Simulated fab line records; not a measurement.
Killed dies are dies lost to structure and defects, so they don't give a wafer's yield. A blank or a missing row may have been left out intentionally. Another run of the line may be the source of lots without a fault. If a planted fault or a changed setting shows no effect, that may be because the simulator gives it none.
Lot-split experiment	flow n5 finfet	39 wafers read from 7 lots, route of 1938 steps

== THE SPLIT ==
At N5_HKMG_FIN_ETCH_32 (etches SOC in N2/H2, target depth 240 nm, time 300 s), the setting target depth a was moved away from the recipe's 2400 angstrom on 15 of the 39 wafers read, by -34.1% to +54.9%. The other wafers ran this setting at the recipe's value.

Reading taken at the split's own step.

== THE READING ==
SiARC_of_HKMG_FIN_COAT_30.thk nm (the simulator's own value, which no gauge read), in nm, at N5_HKMG_FIN_ETCH_32 (etches SOC in N2/H2, target depth 240 nm, time 300 s). The file gives no usual value for it. Across the 24 wafers here that went through the recipe, the average is 21.1 nm and the standard deviation 0.56 nm.

wafer	tool, chamber at the split	target depth a as run, angstrom	against the recipe	SiARC_of_HKMG_FIN_COAT_30.thk nm, nm	against lot-mates on the recipe
L076.1	rie diel-03, 0	2400	recipe	20.8	-
L076.2	rie diel-03, 3	2400	recipe	20.4	-
L076.3	rie diel-03, 1	2400	recipe	20.8	-
L076.4	rie diel-03, 3	3475	+44.8%	14.2	-6.5
L076.5	rie diel-03, 1	3475	+44.8%	14.4	-6.3
L076.6	rie diel-03, 0	3475	+44.8%	14.6	-6.1
L077.1	rie diel-03, 3	2400	recipe	20.8	-
L077.2	rie diel-03, 1	2400	recipe	20.8	-
L077.5	rie diel-03, 3	2400	recipe	20.8	-
L083.1	rie diel-05, 1	3717	+54.9%	15.8	-5.9
L083.2	rie diel-05, 0	2400	recipe	22.8	-
L083.3	rie diel-05, 2	3717	+54.9%	14	-7.7
L083.4	rie diel-05, 3	2400	recipe	20.8	-
L083.5	rie diel-05, 2	2400	recipe	21.4	-
L083.6	rie diel-05, 1	3717	+54.9%	15.6	-6.1
L085.1	rie diel-03, 3	1582	-34.1%	25.8	+4.6
L085.2	rie diel-03, 2	2400	recipe	21.4	-
L085.3	rie diel-03, 1	2400	recipe	20.6	-
L085.4	rie diel-03, 1	1582	-34.1%	25.6	+4.4
L085.5	rie diel-03, 3	1582	-34.1%	26	+4.8
L085.6	rie diel-03, 2	2400	recipe	21.6	-
L087.1	rie diel-01, 3	2400	recipe	21.6	-
L087.2	rie diel-01, 2	2400	recipe	20.4	-
L087.3	rie diel-01, 1	2400	recipe	20.8	-
L087.4	rie diel-01, 0	2400	recipe	21.2	-
L087.5	rie diel-01, 0	2400	recipe	21	-
L087.6	rie diel-01, 1	2400	recipe	20.8	-
L088.1	rie diel-05, 3	3424	+42.7%	14.8	-6.7
L088.2	rie diel-05, 0	3424	+42.7%	17	-4.5
L088.3	rie diel-05, 2	2400	recipe	21.4	-
L088.4	rie diel-05, 1	3424	+42.7%	17	-4.5
L088.5	rie diel-05, 0	2400	recipe	22.4	-
L088.6	rie diel-05, 3	2400	recipe	20.8	-
L096.1	rie diel-03, 1	2400	recipe	21	-
L096.2	rie diel-03, 0	3333	+38.9%	16.4	-4.7
L096.3	rie diel-03, 2	2400	recipe	21.4	-
L096.4	rie diel-03, 3	2400	recipe	21	-
L096.5	rie diel-03, 0	3333	+38.9%	16.4	-4.7
L096.6	rie diel-03, 3	3333	+38.9%	15.4	-5.7

FIT RESULTS
A straight line over all 39 wafers: SiARC_of_HKMG_FIN_COAT_30.thk nm changes by -0.126 nm for each +1% of target depth a; r = -0.97; the points scatter about the line by 0.75 nm.
The same after taking each lot's own level away (the mean of its wafers on the recipe; 39 wafers): -0.128 nm for each +1%; r = -0.98; scatter 0.59 nm.
Per that fit: largest target depth a move, reading shift of 7 nm.
The lots' own levels span 20.67 to 21.67 nm, that is 1.8 times the standard deviation above.
Consequently the slope shifts little with the lot-to-lot level, the two slopes agreeing.
Check: for one of the wafers moved furthest among these (+54.9%), held out of the fit, the line's prediction against its lot-mates is -7.16 nm. It came out at -5.87 nm against them.

== FURTHER SPLITS ON THESE WAFERS ==
These wafers also went through other splits before the reading. Each is held against what the fit with the lots' levels taken away leaves over:
other split on the same wafers	wafers away from the commonest value	r with SiARC_of_HKMG_FIN_COAT_30.thk nm (lot level and that fit taken away)
N5_ZERO_LAYER_PECVD_02 time s	12	-0.01
N5_FIN_SAQP_SPACER2_ALD_28 target thk a	12	+0.17
N5_DUMMY_GATE_PECVD_30 time s	6	+0.25

== THE WHOLE CHAIN: every reading that the file lists as answering this split, in the file's order ==
step	what it does	reading	change (the file's fit)	r (the file's)
N5_HKMG_FIN_ETCH_32	etches SOC in N2/H2, target depth 240 nm, time 300 s	HKMG_FIN.feature depth nm (the simulator's own value, which no gauge read)	+2.25 nm for each +1% of the setting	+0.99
N5_HKMG_FIN_ETCH_32	etches SOC in N2/H2, target depth 240 nm, time 300 s	etch.depth nm (the simulator's own value, which no gauge read)	+2.25 nm for each +1% of the setting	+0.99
N5_HKMG_FIN_ETCH_32	etches SOC in N2/H2, target depth 240 nm, time 300 s	SiARC_of_HKMG_FIN_COAT_30.thk nm (the simulator's own value, which no gauge read)	-0.128 nm for each +1% of the setting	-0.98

== FILE'S OWN FIT ==
SiARC_of_HKMG_FIN_COAT_30.thk nm changes by -0.128 nm for each +1% of target depth a, r = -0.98.
